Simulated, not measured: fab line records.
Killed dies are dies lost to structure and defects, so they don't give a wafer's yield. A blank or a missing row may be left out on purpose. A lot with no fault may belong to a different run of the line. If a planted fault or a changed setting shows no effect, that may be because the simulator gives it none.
Comparing a struck lot with a sound one    flow n5-finfet    40 steps out of a route of 1938
Sound: the wafers L763.1, L763.4, L763.6. Struck: wafer L767.5 (left out: L767.1, L767.2 of the same lot, which were not struck); the cause appears at the end.
Order at every step that has rows: each side's tool, ch and its chambers, its first start. Under that, the readings that differ: sound wafers    struck wafers    difference of the means    sigmas: that difference in standard deviations of wafers without a fault.
alike: a reading whose means differ by less than 2 such deviations, as well as words and numbers matching on both sides. not compared: withheld readings; readings where some wafer has no value; bounds like >300 that might hide an equal value; numbers whose values overlap and for which the record gives no deviation.
A row with sigmas, a row that says differs or no value, or rows on one side alone: a step with any of these is where the two part. Non-overlapping numbers with no deviation appear without sigmas and do not part them. A reading missing from all wafers of one side parts the sides only when that side holds two or more wafers.

first, 11 steps without rows for these wafers: N5_GATE_CUT_ETCHBACK_00 (etches W in SF6/Cl2); N5_GATE_CUT_ETCH_56 (etches TiN in Cl2/Ar, target depth 21.6 nm); N5_GATE_CUT_ETCHBACK_30 (etches TiN in Cl2/Ar, target depth 3 nm); N5_GATE_CUT_VAPOR_ETCH_60 (etches HfO2 in BCl3/Cl2); N5_GATE_CUT_ETCH_58 (etches SiNx in CH3F/O2, target depth 17 nm, time 128.6 s); N5_GATE_CUT_STRIP_59 (strips in N2/H2, time 20 s); N5_GATE_CUT_PRECLEAN_31 (cleans in DIW, time 300 s); N5_GATE_CUT_SRD_32 (time 30 s); N5_GATE_CUT_SAC_CAP_01 (material SiNx, target thk 24 nm, pulse time 1 s, ald cycles 480); N5_GATE_CUT_PECVD_57 (deposits SiNx from SiH4/NH3/N2, target thk 21 nm); N5_GATE_CUT_CMP_02 (polishes, stops on SiO2, t overpolish 12.7 s, target thk 0 nm).
N5_GATE_CUT_HM_DEP_46: deposits SiO2 from TEOS/O2, target thk 130 nm, time 26.6 s.
  sound on pecvd-04 ch 0,1, day 7 18:31; struck on pecvd-04 ch 2, day 8 17:19
reading                                       sound              struck  difference  sigmas
model.SiO2_of_GATE_CUT_HM_DEP_46.thk-nm (nm)  130.2 131.8 130.6  128.8   -2.1        
  alike: heater-power-outer-w, heater-power-w, showerhead-plenum-p-Torr, showerhead-vpp-V, throttle-valve-pct
then, 15 steps without rows for these wafers: N5_GATE_CUT_COAT_34 (time 60 s, resist thk 60 nm); N5_GATE_CUT_COAT_35 (time 60 s, resist thk 10 nm); N5_GATE_CUT_COAT_27 (time 60 s, resist thk 10 nm); N5_GATE_CUT_COAT_07 (resist thk 30 nm); N5_GATE_CUT_EBR_09; N5_GATE_CUT_SOFTBAKE_08 (time 60 s); N5_GATE_CUT_EXPOSE_10 (exposes mask GATE CUT, target cd 20 nm); N5_GATE_CUT_PEB_11 (peb time 60 s); N5_GATE_CUT_DEVELOP_12 (develop time 30 s); N5_GATE_CUT_DESCUM_18 (chemistry O2, time 7 s); N5_GATE_CUT_ETCH_28 (etches underlayer in N2/H2, target depth 13 nm, time 10.4 s); N5_GATE_CUT_ETCH_36 (etches SiARC in CF4, target depth 13 nm, time 21.7 s); N5_GATE_CUT_ETCH_37 (etches SOC in N2/H2, target depth 60 nm, overetch 12 nm, time 90 s); N5_GATE_CUT_STRIP_38 (strips in N2/H2); N5_GATE_CUT_STRIP_39 (strips in N2/H2).
N5_GATE_CUT_HM_OPEN_40: chemistry C4F6/O2, target SiO2, target depth 139 nm, time 85.1 s.
  sound on rie-diel-05 ch 0,1,3, day 7 19:08; struck on rie-diel-04 ch 0, day 8 18:14
reading                                    sound              struck  difference  sigmas
model.etch.depth-nm (nm)                   130.2 131.9 130.7  128.8   -2.1        
model.SOC_of_GATE_CUT_COAT_34.thk-nm (nm)  32.2 32.6 32.2     33      +1          
  alike: O2_flow_sccm, bias-w, drypump-motor-current-A, etch-rf-on-time-s, oes_ar_750_au, oes-product-au, rf-vpp-V, showerhead-plenum-p-Torr, throttle-valve-pct
  not compared: rf-hours-counter-h
then, 10 steps without rows for these wafers: N5_GATE_CUT_STRIP_41 (strips in CF4); N5_GATE_CUT_STRIP_42 (strips in O2); N5_GATE_CUT_ETCH_19 (etches SiNx in CH3F/O2, target depth 53.7 nm, time 76.7 s); N5_GATE_CUT_CUT_ETCH_53 (etches W in SF6/Cl2, target depth 79.2 nm); N5_GATE_CUT_CUT_ETCH_54 (etches TiN in Cl2/BCl3, target depth 96.7 nm); N5_GATE_CUT_CUT_ETCH_55 (etches HfO2 in BCl3, target depth 3.2 nm); N5_GATE_CUT_ETCH_47 (etches SiO2 in Cl2/BCl3, target depth 10 nm); N5_GATE_CUT_VAPOR_ETCH_48 (etches TiN in BCl3/Cl2); N5_GATE_CUT_VAPOR_ETCH_49 (etches TiAlC in BCl3/Cl2); N5_GATE_CUT_VAPOR_ETCH_51 (etches HfO2 in BCl3/Cl2).
N5_GATE_CUT_CMP_23: polishes, stops on SiO2, t overpolish 23.4 s, target thk 16 nm.
  sound on cmp-01 ch 2,3, day 7 21:25; struck on cmp-03 ch 2, day 8 20:51
reading                                       sound            struck  difference  sigmas
time-to-endpoint-s (s)                        14.0 17.1 12.9   20.9    +6.2        +2
model.SiO2_of_GATE_CUT_HM_DEP_46.thk-nm (nm)  104.6 106.2 105  103     -2          
  alike: motor-current-A, overpolish-run-s, platen-rpm
-- here the record skips 3 days between the struck wafers' starts before and after, leaving off in module GATE_CUT and picking up in module BEOL_M4 (first step shown: number 1111 of the route) --
N5_BEOL_M4_RC_MEAS_101:
  sound on prober-02 ch 0, day 11 15:49; struck on prober-01 ch 0, day 12 03:33
reading        sound        struck  difference  sigmas
ION_P (uA/um)  463 460 460  479     +18         +3
VT_N (mV)      250 251 248  243     -7          -2
  alike: DIBL_N, DIBL_P, IOFF_N, IOFF_P, ION_N, SS_N, SS_P, VT_P

## WHERE THEY PART
At N5_GATE_CUT_CMP_23 first; at N5_BEOL_M4_RC_MEAS_101 last (within this record only).

WHY: what the simulator had put in
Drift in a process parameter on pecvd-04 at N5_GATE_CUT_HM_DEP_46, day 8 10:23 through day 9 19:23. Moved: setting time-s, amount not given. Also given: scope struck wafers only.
